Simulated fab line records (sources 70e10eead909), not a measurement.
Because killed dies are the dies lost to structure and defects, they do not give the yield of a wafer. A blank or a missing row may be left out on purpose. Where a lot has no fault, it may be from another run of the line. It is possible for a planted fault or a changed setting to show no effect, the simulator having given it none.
Comparing a struck lot with a sound one + flow nand-harc + 14 steps out of a route of 1159
Sound: the wafers L490.1, L490.2, L490.5. Struck: wafers L505.3, L505.5, L505.6. The cause is given at the end.
Each step with rows lists, per side, the tool, then ch with its chambers, then its first start. Under that, the readings that differ: sound wafers + struck wafers + difference of the means + sigmas: that difference in standard deviations of wafers without a fault.
alike: readings with means less than 2 such deviations apart, plus words and numbers identical on both sides. not compared: withheld readings, readings lacking a value on some wafer, bounds such as >300 that could conceal the same value, and numbers that have no deviation in the record and whose values overlap.
A row with sigmas, a row that says differs or no value, or rows on one side alone: a step with any of these is where the two part. Numbers that have no deviation but don't overlap get no sigmas and don't part them. Lack of a reading on every wafer of one side parts them only where that side has two or more wafers.

first, 1 step without rows for these wafers: NHARC_A_ONON_D1_DEP_06 (target thk 1000 nm).
NHARC_A_ONON_D1_THK_MEAS_08: measures by ellipsometry.
  sound on film-metro-02, day 9 08:44; struck on film-metro-01, day 13 10:23
  alike: thk-nm
following that, 1 step holds no rows for these wafers, namely NHARC_A_ONON_D1_DEP_09 (target thickness 1000 nm).
NHARC_A_ONON_D1_THK_MEAS_11: measures by ellipsometry.
  sound on film-metro-02, day 9 09:19; struck on film-metro-01, day 13 10:58
  alike: thk-nm
following that, 1 step holds no rows for these wafers, namely NHARC_A_ONON_D1_DEP_12 (target thickness 1000 nm).
NHARC_A_ONON_D1_THK_MEAS_14: measures by ellipsometry.
  sound on film-metro-01, day 9 09:53; struck on film-metro-01, day 13 11:31
  alike: thk-nm
then, 2 steps without rows for these wafers: NHARC_A_ONON_D1_ANNEAL_15 (time 3600 s); NHARC_A_ONON_D1_DEP_16 (target thk 1000 nm).
NHARC_A_ONON_D1_THK_MEAS_18: measures by ellipsometry.
  sound on film-metro-01, day 9 22:44; struck on film-metro-02, day 13 21:05
  alike: thk-nm
following that, 1 step holds no rows for these wafers, namely NHARC_A_ONON_D1_DEP_19 (target thickness 1000 nm).
NHARC_A_ONON_D1_THK_MEAS_21: measures by ellipsometry.
  sound on film-metro-01, day 9 23:19; struck on film-metro-02, day 13 21:57
  alike: thk-nm
NHARC_A_ONON_D1_DEP_22: target thk 1000 nm.
  sound on pecvd-onon-04 ch 0, day 9 23:31; struck on pecvd-onon-04 ch 0, day 13 22:15
| reading              | sound          | struck         | difference | sigmas |
|----------------------|----------------|----------------|------------|--------|
| n2o-flow-sccm (sccm) | 2008 2004 2005 | 2389 2390 2392 | +385       | +67    |
NHARC_A_ONON_D1_THK_MEAS_24: measures by ellipsometry.
  sound on film-metro-01, day 10 00:01; struck on film-metro-02, day 13 22:38
  alike: thk-nm
-- the record jumps here: 12 days lie between the struck wafers' starts before and after (it left off in module A_ONON_D1 and takes up again in module END, whose first step shown is number 1159 of the route) --
NHARC_END_SORT_01:
  the record has rows for the struck wafers here (prober-02 ch 0, day 25 12:55) and none for the sound ones

== WHERE THEY PART ==
Earliest at NHARC_A_ONON_D1_DEP_22; latest, in this record, at NHARC_END_SORT_01.

WHY: the cause the simulator had injected
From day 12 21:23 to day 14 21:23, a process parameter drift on pecvd-onon-04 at NHARC_A_ONON_D1_DEP_22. The setting n2o-flow-sccm was moved by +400, starting from 2000. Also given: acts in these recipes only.
